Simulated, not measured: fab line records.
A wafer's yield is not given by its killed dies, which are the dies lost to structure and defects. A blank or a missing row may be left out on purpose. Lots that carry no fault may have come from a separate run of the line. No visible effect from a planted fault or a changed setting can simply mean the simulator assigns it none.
Struck lot and sound lot, side by side / flow nandHarc / 14 steps out of a route of 1302
Sound: these wafers, L490.2, L490.4, L490.5. Struck: wafer L499.4. (L499.1, L499.5 of the same lot were not struck and are left out.) The cause comes at the end.
Each step with rows lists, per side, the tool, then ch with its chambers, then its first start. Under that, the readings that differ: sound wafers / struck wafers / difference of the means / sigmas: that difference in standard deviations of wafers without a fault.
alike: same words and numbers on both sides, and readings whose means sit less than 2 such deviations apart. not compared: any withheld reading, any reading some wafer has no value for, any bound like >300 that may hide the same value, and any number with overlapping values for which the record gives no deviation.
A row with sigmas, a row that says differs or no value, or rows on one side alone: a step with any of these is where the two part. Non-overlapping numbers with no deviation appear without sigmas and do not part them. A reading that every wafer of one side lacks parts them only if that side has two wafers or more.

NHARC_P_M1_CMP_23: polishes, t overpolish 20 s, target thk 157.82 nm.
  sound on cmp-01 ch 0,1,3, day 6 19:40; struck on cmp-02 ch 1, day 10 21:38
  alike: motorCurrentA, timeToEndpointS
NHARC_P_M1_THK_MEAS_24: measures by xrf.
  sound on filmMetro-02, day 6 19:55; struck on filmMetro-02, day 10 21:56
reading=thkNm (nm); sound=157.3 157.3 156.2; struck=160.8; difference=+3.9; sigmas=+3
then, 1 step without rows for these wafers: NHARC_P_M1_SRD_25.
NHARC_P_M1_INSPECT_27:
  sound on defectInspect-01, day 6 20:05; struck on defectInspect-02, day 10 22:06
  alike: rawDefectCount
NHARC_P_M1_PRE_CLEAN_32: time 12 s.
  sound on pecvd-04 ch 0,2, day 6 20:10; struck on pecvd-04 ch 0, day 10 22:27
  alike: heaterPowerW
NHARC_P_M1_DEP_33: deposits SiCN, target thk 30 nm.
  sound on pecvd-04 ch 0,2, day 6 20:20; struck on pecvd-04 ch 0, day 10 22:35
  alike: heaterPowerW
then, 5 steps without rows for these wafers: NHARC_P_M2_DEP_00 (deposits SiOC, target thk 182.5 nm); NHARC_P_M2_DEHYDRATE_01 (time 120 s); NHARC_P_M2_HMDS_02 (time 30 s); NHARC_P_M2_COAT_34 (time 65 s); NHARC_P_M2_COAT_03 (resist thk 90 nm).
NHARC_P_M2_SOFTBAKE_04: time 55 s.
  sound on lithoTrack-06 ch 0, day 6 21:00; struck on lithoTrack-06 ch 0, day 10 23:00
reading=heaterPowerTotalW (W); sound=188.62 188.27 188.55; struck=212.57; difference=+24.09; sigmas=+99 or more
then, 1 step without rows for these wafers: NHARC_P_M2_EBR_05.
-- break in the record here, with 19 days between the starts of the struck wafers on either side (left off in module P_M2, picked up again in module END, where the first step shown is number 1302 on the route) --
NHARC_END_SORT_01:
  sound on prober-01 ch 0, day 25 05:31; struck on prober-02 ch 0, day 30 04:19
reading=killedOpen; sound=7 4 6; struck=0; difference=-6; sigmas=-3
  alike: defectLimitedYield, killedAtArray, killedAtOther, killedAtPeriphery, killedDies, killedShort

== WHERE THEY PART ==
At NHARC_P_M1_THK_MEAS_24 first; at NHARC_END_SORT_01 last (within this record only).

WHY: the cause the simulator had injected
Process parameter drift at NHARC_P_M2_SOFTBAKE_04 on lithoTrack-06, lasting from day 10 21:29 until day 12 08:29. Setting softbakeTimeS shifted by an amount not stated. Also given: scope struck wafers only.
